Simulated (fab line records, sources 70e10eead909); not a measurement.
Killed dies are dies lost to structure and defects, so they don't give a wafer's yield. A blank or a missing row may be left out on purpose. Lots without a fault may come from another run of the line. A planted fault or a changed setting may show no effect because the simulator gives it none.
fab line records | flow nand_harc | part 1 of 2: steps 1 to 32 of 46
record lots=5 wafers=15 last_day=33
route steps=1302 shown P_ZERO_WELL@14
lots that met no fault: from a run of the same line without faults
start_h: hours from the record's first day to the start of the lot's first wafer shown | wait_h: hours since the lot's step before | " the same as in the row above | L1.1+2: a row that stands for several wafers | - no value, or no start given | * or withheld: withheld | < > ~ a bound
route shown NAME@n: a module of which the file shows steps, and the number in the route of the first | usual: mean/standard deviation of fault-free wafers | same: alike in all rows | chamber/n: place in a boat | sites: the reading at each site | _std_site: their standard deviation | _edge_site: outer sites' mean less inner sites' | radius_mm: how far each site lies from the wafer's centre | mask NAME#n: copy n | behind: the tool/chamber that last shaped the wafer | hold: why the lot was held/for how many hours/how that ended | device: the transistor (n, p or np) that didn't switch | end of line: the same wafers' tests at the end of the route | a step without rows: its recipe alone | killed: dies lost to structure and defects at the first sort, not the wafer's yield | map: a wafer's dies, x killed, . not, _ none there
set.NAME: the setting as run; set.NAME@STEP: as run at that earlier step | model.NAME: the simulator's own value behind a step, which no gauge read
lots at some steps of the route; a table a step, a row a wafer
services: from which hour (start_h, from the record's first day; less than 0 if before it) a tool's chamber was out of use, for how many hours, and why
## steps
# step NHARC_P_ZERO_WELL_CD_MEAS_11
# recipe target_cd_nm=500 landing_energy_ev=500
# usual cd_nm=500.7/2.5
# columns lot.wafer tool chamber start_h wait_h cd_nm
L076.2 cd_sem-02 0 41.24 - 499.6
L076.3 " 0 " " 498.7
L076.4 " 0 " " 498.8
L080.1 cd_sem-01 0 81.11 - 496.9
L080.2 " 0 " " 497.4
L080.5 " 0 " " 501.7
L088.2 cd_sem-02 0 161.36 - 504.5
L088.5 " 0 " " 503.1
L088.6 " 0 " " 499.7
L095.2 cd_sem-02 0 231.25 - 498.0
L095.5 " 0 " " 499.3
L095.6 " 0 " " 497.1
L097.2 cd_sem-02 0 251.11 - 500.7
L097.3 " 0 " " 503.3
L097.4 " 0 " " 504.4
# step NHARC_P_ZERO_WELL_HARDBAKE_12
# recipe temp_c=118 time_s=65
# columns lot.wafer tool chamber start_h wait_h
L076.2+3+4 litho_track-03 0 41.32 -
L080.1+2+5 litho_track-05 0 81.19 -
L088.2+5+6 litho_track-07 0 161.44 -
L095.2+5+6 litho_track-05 0 231.33 -
L097.2+3+4 litho_track-03 0 251.19 -
# step NHARC_P_ZERO_WELL_DESCUM_13
# recipe time_s=3 o2_flow_sccm=200 ar_flow_sccm=0 bias_power_w=0 chemistry=O2
# usual drypump_motor_current_A=5.8/0.52 oes_product_au=1.001/0.013 rf_vpp_V=57.8/0.82 showerhead_plenum_p_Torr=1.92/0.076 throttle_valve_pct=11.311/0.0098
# columns lot.wafer tool chamber start_h wait_h drypump_motor_current_A oes_product_au rf_hours_counter_h rf_vpp_V showerhead_plenum_p_Torr throttle_valve_pct
L076.2 rie_diel-09 2 41.40 - 5.5 0.997 22 59.1 1.98 11.316
L076.4 " 3 " " 6.6 0.989 21 58.1 2.02 11.317
L076.3 " 0 " " 5.3 0.998 18 58.3 1.95 11.311
L080.1 rie_diel-09 3 81.27 - 6.6 0.996 38 56.8 2.02 11.306
L080.2 " 2 " " 5.4 1.003 36 58.7 1.98 11.319
L080.5 " 3 " " 6.6 0.990 - 57.7 2.02 11.322
L088.2 rie_diel-09 1 161.54 - 5.5 0.999 5 58.4 2.02 11.329
L088.5 " 2 " " 5.5 1.024 - 58.0 1.97 11.313
L088.6 " 3 " " 6.6 1.019 - 59.4 2.01 11.296
L095.2 rie_diel-09 2 231.41 - 5.5 1.025 27 57.9 1.96 11.296
L095.5 " 1 " " 5.5 1.001 - 58.6 2.01 11.333
L095.6 " 2 " " 5.5 1.035 - 57.0 1.96 11.326
L097.4 rie_diel-02 3 251.41 - 6.0 0.992 10 57.8 1.84 11.297
L097.3 " 0 " " 5.6 1.001 11 57.7 1.79 11.303
L097.2 " 1 " " 6.1 0.998 9 57.4 1.82 11.314
# step NHARC_P_ZERO_WELL_ETCH_65
# recipe target_depth_a=800 overetch_a=240 time_s=87.88 ion_energy_ev=200 n2_flow_sccm=150 h2_flow_sccm=150 ar_flow_sccm=0 rf_w=400 bias_w=150 chemistry=N2/H2
# usual drypump_motor_current_A=5.8/0.54 h2_flow_sccm=150.0/0.48 oes_product_au=1.001/0.013 rf_vpp_V=430.8/2.5 showerhead_plenum_p_Torr=2.05/0.08 throttle_valve_pct=14.171/0.0092
# columns lot.wafer tool chamber start_h wait_h drypump_motor_current_A h2_flow_sccm oes_product_au rf_hours_counter_h rf_vpp_V showerhead_plenum_p_Torr throttle_valve_pct
L076.4 rie_diel-09 3 41.47 0.1 6.6 149.2 0.974 21 434.9 2.16 14.188
L076.3 " 1 " " 5.5 150.6 0.972 19 433.7 2.17 14.182
L076.2 " 2 " " 5.5 150.2 0.994 22 433.4 2.11 14.176
L080.2 rie_diel-09 1 81.36 0.1 5.6 150.1 0.977 35 433.9 2.16 14.173
L080.1 " 2 " " 5.5 150.5 1.007 36 432.6 2.11 14.170
L080.5 " 0 " " 5.3 150.2 0.993 - 431.8 2.07 14.170
L088.2 rie_diel-09 3 161.60 0.1 6.6 149.1 1.000 4 431.9 2.15 14.165
L088.5 " 3 " " 6.6 149.2 1.002 - 434.0 2.15 14.168
L088.6 " 0 " " 5.3 149.6 1.013 - 432.4 2.07 14.175
L095.2 rie_diel-09 2 231.49 0.1 5.5 149.4 1.028 27 432.6 2.09 14.185
L095.5 " 1 " " 5.6 149.5 1.004 - 433.1 2.15 14.172
L095.6 " 2 " " 5.5 149.5 1.027 - 432.3 2.09 14.177
L097.3 rie_diel-02 3 251.63 0.2 6.0 149.6 0.993 10 428.8 1.96 14.175
L097.2 " 0 " " 5.6 149.1 1.006 11 426.7 1.91 14.179
L097.4 " 1 " " 6.0 150.3 1.008 10 426.6 1.94 14.176
# step NHARC_P_ZERO_WELL_ETCH_62
# recipe target_depth_a=130 time_s=6.5 chf3_flow_sccm=50 ar_flow_sccm=200 rf_w=500 bias_w=200 chemistry=CHF3/Ar
# usual chf3_flow_sccm=49.98/0.15 drypump_motor_current_A=5.7/0.54 oes_product_au=0.957/0.019 rf_vpp_V=370.8/2.1 showerhead_plenum_p_Torr=2.36/0.086 throttle_valve_pct=20.218/0.0086
# columns lot.wafer tool chamber start_h wait_h chf3_flow_sccm drypump_motor_current_A oes_product_au rf_hours_counter_h rf_vpp_V showerhead_plenum_p_Torr throttle_valve_pct
L076.2 rie_diel-09 1 - - 50.11 5.6 0.947 19 374.2 2.48 20.213
L076.4 " 2 " " 49.98 5.5 0.964 22 373.0 2.42 20.225
L076.3 " 3 " " 49.90 6.6 0.967 22 373.1 2.47 20.212
L080.1 rie_diel-09 3 - - 50.12 6.6 0.947 38 373.1 2.47 20.204
L080.2 " 1 " " 49.80 5.6 0.943 35 373.3 2.48 20.223
L080.5 " 0 " " 49.90 5.3 0.956 - 370.3 2.38 20.204
L088.2 rie_diel-09 3 - - 49.96 6.6 0.973 4 373.6 2.46 20.202
L088.5 " 0 " " 49.73 5.3 0.999 - 371.1 2.37 20.216
L088.6 " 1 " " 49.98 5.5 0.974 - 372.3 2.47 20.212
L095.2 rie_diel-09 1 - - 49.92 5.5 0.946 24 373.1 2.46 20.218
L095.5 " 0 " " 50.29 5.3 0.970 - 369.5 2.36 20.229
L095.6 " 1 " " 49.87 5.5 0.942 - 374.0 2.46 20.195
L097.3 rie_diel-02 2 - - 50.02 4.7 0.919 8 368.9 2.31 20.238
L097.4 " 3 " " 49.80 6.0 0.931 10 367.1 2.25 20.221
L097.2 " 0 " " 50.10 5.6 0.935 12 367.0 2.20 20.208
# step NHARC_P_ZERO_WELL_ETCH_63
# recipe target_depth_a=1200 time_s=40.1 hbr_flow_sccm=150 cl2_flow_sccm=50 rf_w=400 icp_w=400 bias_w=100 chemistry=HBr/Cl2
# usual drypump_motor_current_A=5.5/0.44 oes_product_au=1.002/0.013 throttle_valve_pct=26.405/0.0087
# columns lot.wafer tool chamber start_h wait_h drypump_motor_current_A oes_product_au rf_hours_counter_h throttle_valve_pct
L076.4 rie_si-03 0 41.67 - 5.7 0.984 1.1 26.408
L076.3 " 1 " " 5.7 0.998 1.1 26.409
L076.2 " 2 " " 5.2 1.010 1.0 26.390
L080.1 rie_si-03 0 81.53 - 5.7 1.008 0.3 26.400
L080.2 " 2 " " 5.2 1.004 0.1 26.396
L080.5 " 0 " " 5.7 1.005 - 26.414
L088.2 rie_si-05 3 161.80 - 5.9 1.001 0.2 26.413
L088.6 " 1 " " 4.9 0.992 - 26.395
L088.5 " 2 " " 5.8 1.016 - 26.429
L095.2 rie_si-03 2 231.87 - 5.2 1.010 0.0 26.425
L095.6 " 2 " " 5.2 1.023 - 26.417
L095.5 " 3 " " 6.2 1.005 - 26.406
L097.3 rie_si-05 1 251.91 - 4.9 0.974 0.9 26.398
L097.2 " 2 " " 5.8 1.003 0.6 26.408
L097.4 " 3 " " 5.9 1.002 0.8 26.408
# step NHARC_P_ZERO_WELL_STRIP_15
# recipe time_s=900 temp_c=130 chemistry=SPM
# columns lot.wafer tool chamber start_h wait_h
L076.3+4+2 wet_bench-02 3,4,6 41.84 -
L080.5+1+2 wet_bench-02 5,7,2 81.68 -
L088.5+6+2 wet_bench-04 0,1,2 161.95 -
L095.5+6+2 wet_bench-02 4,5,6 232.04 -
L097.4+3+2 wet_bench-04 7,0,4 252.05 -
# step NHARC_P_ZERO_WELL_DEHYDRATE_16
# recipe temp_c=150 time_s=120
# columns lot.wafer tool chamber start_h wait_h
L076.2+3+4 litho_track-07 0 42.23 -
L080.1+2+5 litho_track-03 0 82.03 -
L088.2+5+6 litho_track-07 0 162.28 -
L095.2+5+6 litho_track-03 0 232.37 -
L097.2+3+4 litho_track-03 0 252.40 -
# step NHARC_P_ZERO_WELL_HMDS_17
# recipe time_s=30
# columns lot.wafer tool chamber start_h wait_h
L076.2+3+4 litho_track-07 0 - -
L080.1+2+5 litho_track-03 0 - -
L088.2+5+6 litho_track-07 0 - -
L095.2+5+6 litho_track-03 0 - -
L097.2+3+4 litho_track-03 0 - -
# step NHARC_P_ZERO_WELL_COAT_18
# recipe spin_rpm=withheld
# columns lot.wafer tool chamber start_h wait_h
L076.2+3+4 litho_track-07 0 - -
L080.1+2+5 litho_track-03 0 - -
L088.2+5+6 litho_track-07 0 - -
L095.2+5+6 litho_track-03 0 - -
L097.2+3+4 litho_track-03 0 - -
# step NHARC_P_ZERO_WELL_SOFTBAKE_19
# recipe temp_c=122 time_s=95
# columns lot.wafer tool chamber start_h wait_h
L076.2+3+4 litho_track-07 0 - -
L080.1+2+5 litho_track-03 0 - -
L088.2+5+6 litho_track-07 0 - -
L095.2+5+6 litho_track-03 0 - -
L097.2+3+4 litho_track-03 0 - -
# step NHARC_P_ZERO_WELL_EBR_20
# columns lot.wafer tool chamber start_h wait_h
L076.2+3+4 litho_track-07 0 - -
L080.1+2+5 litho_track-03 0 - -
L088.2+5+6 litho_track-07 0 - -
L095.2+5+6 litho_track-03 0 - -
L097.2+3+4 litho_track-03 0 - -
# step NHARC_P_ZERO_WELL_EXPOSE_21
# recipe na=0.6 target_cd_nm=720 dose_mj=22.31 mask_id=P_NWELL
# columns lot.wafer tool chamber start_h wait_h mask
L076.2+3+4 krf_scanner-01 0 42.38 - P_NWELL#0
L080.1+2+5 krf_scanner-03 0 82.30 - P_NWELL#0
L088.2+5+6 krf_scanner-01 0 162.56 - P_NWELL#0
L095.2+5+6 krf_scanner-04 0 232.64 - P_NWELL#0
L097.2+3+4 krf_scanner-03 0 252.68 - P_NWELL#0
# step NHARC_P_ZERO_WELL_PEB_22
# recipe peb_temp_c=118 peb_time_s=85
# columns lot.wafer tool chamber start_h wait_h
L076.2+3+4 litho_track-05 0 42.44 0.1
L080.1+2+5 litho_track-05 0 82.37 0.1
L088.2+5+6 litho_track-07 0 162.62 0.1
L095.2+5+6 litho_track-05 0 232.70 0.1
L097.2+3+4 litho_track-03 0 252.74 0.1
# step NHARC_P_ZERO_WELL_DEVELOP_23
# recipe time_s=70
# columns lot.wafer tool chamber start_h wait_h
L076.2+3+4 litho_track-05 0 - -
L080.1+2+5 litho_track-05 0 - -
L088.2+5+6 litho_track-07 0 - -
L095.2+5+6 litho_track-05 0 - -
L097.2+3+4 litho_track-03 0 - -
# step NHARC_P_ZERO_WELL_CD_MEAS_24
# recipe target_cd_nm=720 landing_energy_ev=500
# usual cd_nm=721.0/2.2
# columns lot.wafer tool chamber start_h wait_h cd_nm
L076.2 cd_sem-01 0 42.54 - 722.0
L076.3 " 0 " " 719.0
L076.4 " 0 " " 718.6
L080.1 cd_sem-03 0 82.46 - 720.2
L080.2 " 0 " " 720.6
L080.5 " 0 " " 721.7
L088.2 cd_sem-02 0 162.72 - 722.6
L088.5 " 0 " " 724.3
L088.6 " 0 " " 724.3
L095.2 cd_sem-03 0 232.79 - 720.1
L095.5 " 0 " " 720.3
L095.6 " 0 " " 717.5
L097.2 cd_sem-02 0 252.83 - 718.4
L097.3 " 0 " " 720.9
L097.4 " 0 " " 720.5
# step NHARC_P_ZERO_WELL_HARDBAKE_25
# recipe temp_c=125 time_s=80
# columns lot.wafer tool chamber start_h wait_h
L076.2+3+4 litho_track-05 0 42.62 -
L080.1+2+5 litho_track-05 0 82.54 -
L088.2+5+6 litho_track-05 0 162.80 -
L095.2+5+6 litho_track-05 0 232.87 -
L097.2+3+4 litho_track-03 0 252.91 -
# step NHARC_P_ZERO_WELL_DESCUM_26
# recipe time_s=3 o2_flow_sccm=200 ar_flow_sccm=0 bias_power_w=0 chemistry=O2
# usual drypump_motor_current_A=5.9/0.56 oes_product_au=1.000/0.012 rf_vpp_V=57.7/0.85 showerhead_plenum_p_Torr=1.89/0.059 throttle_valve_pct=11.312/0.0077
# columns lot.wafer tool chamber start_h wait_h drypump_motor_current_A oes_product_au rf_hours_counter_h rf_vpp_V showerhead_plenum_p_Torr throttle_valve_pct
L076.2 rie_diel-12 2 42.69 - 5.8 0.995 41 57.5 1.91 11.313
L076.4 " 3 " " 5.4 0.986 32 58.2 1.92 11.317
L076.3 " 0 " " 6.7 1.027 41 58.5 1.83 11.308
L080.2 rie_diel-02 0 82.63 - 5.5 0.992 10 57.1 1.81 11.314
L080.1 " 2 " " 4.8 0.998 12 57.5 1.91 11.301
L080.5 " 3 " " 6.1 1.006 - 58.2 1.85 11.319
L088.2 rie_diel-09 1 162.88 - 5.5 0.992 5 59.6 2.02 11.307
L088.6 " 0 " " 5.3 1.011 - 58.8 1.94 11.313
L088.5 " 1 " " 5.5 1.000 - 58.6 2.02 11.309
L095.2 rie_diel-12 2 232.99 - 5.8 1.001 35 56.8 1.90 11.310
L095.5 " 3 " " 5.3 0.977 - 57.9 1.90 11.307
L095.6 " 0 " " 6.8 0.997 - 57.1 1.81 11.321
L097.2 rie_diel-09 2 252.99 - 5.5 1.022 33 56.1 1.96 11.309
L097.4 " 3 " " 6.6 0.990 31 57.2 2.00 11.322
L097.3 " 1 " " 5.5 0.998 31 58.4 2.01 11.305
# step NHARC_P_ZERO_WELL_IMPLANT_27
# recipe energy_kev=600 dose_cm2=1e+13 tilt_deg=7
# usual tilt_deg=7.001/0.019
# columns lot.wafer tool chamber start_h wait_h tilt_deg
L076.2 implanter-02 0 42.87 0.2 7.030
L076.3 " 0 " " 7.024
L076.4 " 0 " " 6.974
L080.1 implanter-02 0 82.77 0.1 7.009
L080.2 " 0 " " 7.022
L080.5 " 0 " " 7.031
L088.2 implanter-02 0 163.05 0.2 6.992
L088.5 " 0 " " 7.016
L088.6 " 0 " " 6.977
L095.2 implanter-01 0 233.13 0.1 6.970
L095.5 " 0 " " 6.976
L095.6 " 0 " " 6.970
L097.2 implanter-01 0 253.16 0.2 6.986
L097.3 " 0 " " 6.998
L097.4 " 0 " " 6.982
# step NHARC_P_ZERO_WELL_IMPLANT_57
# recipe energy_kev=250 dose_cm2=4e+12 tilt_deg=7
# usual tilt_deg=6.999/0.021
# columns lot.wafer tool chamber start_h wait_h tilt_deg
L076.2 implanter-02 0 43.05 0.1 7.012
L076.3 " 0 " " 7.031
L076.4 " 0 " " 7.018
L080.1 implanter-02 0 82.95 0.1 6.976
L080.2 " 0 " " 7.008
L080.5 " 0 " " 6.947
L088.2 implanter-02 0 163.23 0.1 6.999
L088.5 " 0 " " 7.013
L088.6 " 0 " " 7.020
L095.2 implanter-01 0 233.31 0.2 7.020
L095.5 " 0 " " 7.005
L095.6 " 0 " " 7.020
L097.2 implanter-01 0 253.34 0.1 6.987
L097.3 " 0 " " 6.999
L097.4 " 0 " " 6.994
# step NHARC_P_ZERO_WELL_IMPLANT_58
# recipe energy_kev=100 dose_cm2=2e+12 tilt_deg=7
# usual tilt_deg=6.999/0.021
# columns lot.wafer tool chamber start_h wait_h tilt_deg
L076.2 implanter-02 0 43.23 0.2 6.993
L076.3 " 0 " " 7.001
L076.4 " 0 " " 7.000
L080.1 implanter-02 0 83.12 0.1 6.989
L080.2 " 0 " " 6.998
L080.5 " 0 " " 6.980
L088.2 implanter-02 0 163.41 0.1 7.001
L088.5 " 0 " " 6.986
L088.6 " 0 " " 6.966
L095.2 implanter-01 0 233.49 0.2 6.986
L095.5 " 0 " " 6.994
L095.6 " 0 " " 6.965
L097.2 implanter-01 0 253.52 0.1 7.020
L097.3 " 0 " " 7.013
L097.4 " 0 " " 6.990
# step NHARC_P_ZERO_WELL_STRIP_28
# recipe time_s=840 temp_c=130 chemistry=SPM
# columns lot.wafer tool chamber start_h wait_h
L076.2+4+3 wet_bench-09 4,5,6 43.42 0.2
L080.5+1+2 wet_bench-09 2,4,6 83.35 0.1
L088.6+2+5 wet_bench-09 6,0,2 163.59 0.0
L095.2+5+6 wet_bench-02 1,3,5 233.68 0.2
L097.4+3+2 wet_bench-09 4,6,7 253.73 0.1
# step NHARC_P_ZERO_WELL_DEHYDRATE_29
# recipe temp_c=150 time_s=120
# columns lot.wafer tool chamber start_h wait_h
L076.2+3+4 litho_track-05 0 43.74 -
L080.1+2+5 litho_track-05 0 83.67 -
L088.2+5+6 litho_track-07 0 163.92 -
L095.2+5+6 litho_track-03 0 234.01 -
L097.2+3+4 litho_track-03 0 254.08 -
# step NHARC_P_ZERO_WELL_HMDS_30
# recipe time_s=30
# columns lot.wafer tool chamber start_h wait_h
L076.2+3+4 litho_track-05 0 - -
L080.1+2+5 litho_track-05 0 - -
L088.2+5+6 litho_track-07 0 - -
L095.2+5+6 litho_track-03 0 - -
L097.2+3+4 litho_track-03 0 - -
# step NHARC_P_ZERO_WELL_COAT_31
# recipe spin_rpm=withheld
# columns lot.wafer tool chamber start_h wait_h
L076.2+3+4 litho_track-05 0 - -
L080.1+2+5 litho_track-05 0 - -
L088.2+5+6 litho_track-07 0 - -
L095.2+5+6 litho_track-03 0 - -
L097.2+3+4 litho_track-03 0 - -
# step NHARC_P_ZERO_WELL_SOFTBAKE_32
# recipe temp_c=122 time_s=95
# columns lot.wafer tool chamber start_h wait_h
L076.2+3+4 litho_track-05 0 - -
L080.1+2+5 litho_track-05 0 - -
L088.2+5+6 litho_track-07 0 - -
L095.2+5+6 litho_track-03 0 - -
L097.2+3+4 litho_track-03 0 - -
# step NHARC_P_ZERO_WELL_EBR_33
# columns lot.wafer tool chamber start_h wait_h
L076.2+3+4 litho_track-05 0 - -
L080.1+2+5 litho_track-05 0 - -
L088.2+5+6 litho_track-07 0 - -
L095.2+5+6 litho_track-03 0 - -
L097.2+3+4 litho_track-03 0 - -
# step NHARC_P_ZERO_WELL_EXPOSE_34
# recipe na=0.6 target_cd_nm=720 dose_mj=22.31 mask_id=P_PWELL
# columns lot.wafer tool chamber start_h wait_h mask
L076.2+3+4 krf_scanner-03 0 44.02 - P_PWELL#0
L080.1+2+5 krf_scanner-03 0 83.81 - P_PWELL#0
L088.2+5+6 krf_scanner-03 0 164.20 - P_PWELL#0
L095.2+5+6 krf_scanner-01 0 234.28 - P_PWELL#0
L097.2+3+4 krf_scanner-01 0 254.23 - P_PWELL#0
# step NHARC_P_ZERO_WELL_PEB_35
# recipe peb_temp_c=118 peb_time_s=85
# columns lot.wafer tool chamber start_h wait_h
L076.2+3+4 litho_track-07 0 44.08 0.1
L080.1+2+5 litho_track-05 0 83.88 0.1
L088.2+5+6 litho_track-03 0 164.26 0.1
L095.2+5+6 litho_track-05 0 234.34 0.1
L097.2+3+4 litho_track-05 0 254.29 0.1
# step NHARC_P_ZERO_WELL_DEVELOP_36
# recipe time_s=70
# columns lot.wafer tool chamber start_h wait_h
L076.2+3+4 litho_track-07 0 - -
L080.1+2+5 litho_track-05 0 - -
L088.2+5+6 litho_track-03 0 - -
L095.2+5+6 litho_track-05 0 - -
L097.2+3+4 litho_track-05 0 - -
# step NHARC_P_ZERO_WELL_CD_MEAS_37
# recipe target_cd_nm=720 landing_energy_ev=500
# usual cd_nm=718.3/2.2
# columns lot.wafer tool chamber start_h wait_h cd_nm
L076.2 cd_sem-03 0 44.17 - 717.9
L076.3 " 0 " " 714.8
L076.4 " 0 " " 715.7
L080.1 cd_sem-02 0 83.97 - 719.1
L080.2 " 0 " " 716.4
L080.5 " 0 " " 719.9
L088.2 cd_sem-01 0 164.35 - 716.4
L088.5 " 0 " " 717.9
L088.6 " 0 " " 716.9
L095.2 cd_sem-01 0 234.43 - 722.5
L095.5 " 0 " " 718.6
L095.6 " 0 " " 719.9
L097.2 cd_sem-03 0 254.38 - 721.6
L097.3 " 0 " " 720.6
L097.4 " 0 " " 724.3
# step NHARC_P_ZERO_WELL_HARDBAKE_38
# recipe temp_c=125 time_s=80
# columns lot.wafer tool chamber start_h wait_h
L076.2+3+4 litho_track-05 0 44.25 -
L080.1+2+5 litho_track-05 0 84.05 -
L088.2+5+6 litho_track-07 0 164.43 -
L095.2+5+6 litho_track-03 0 234.51 -
L097.2+3+4 litho_track-05 0 254.46 -
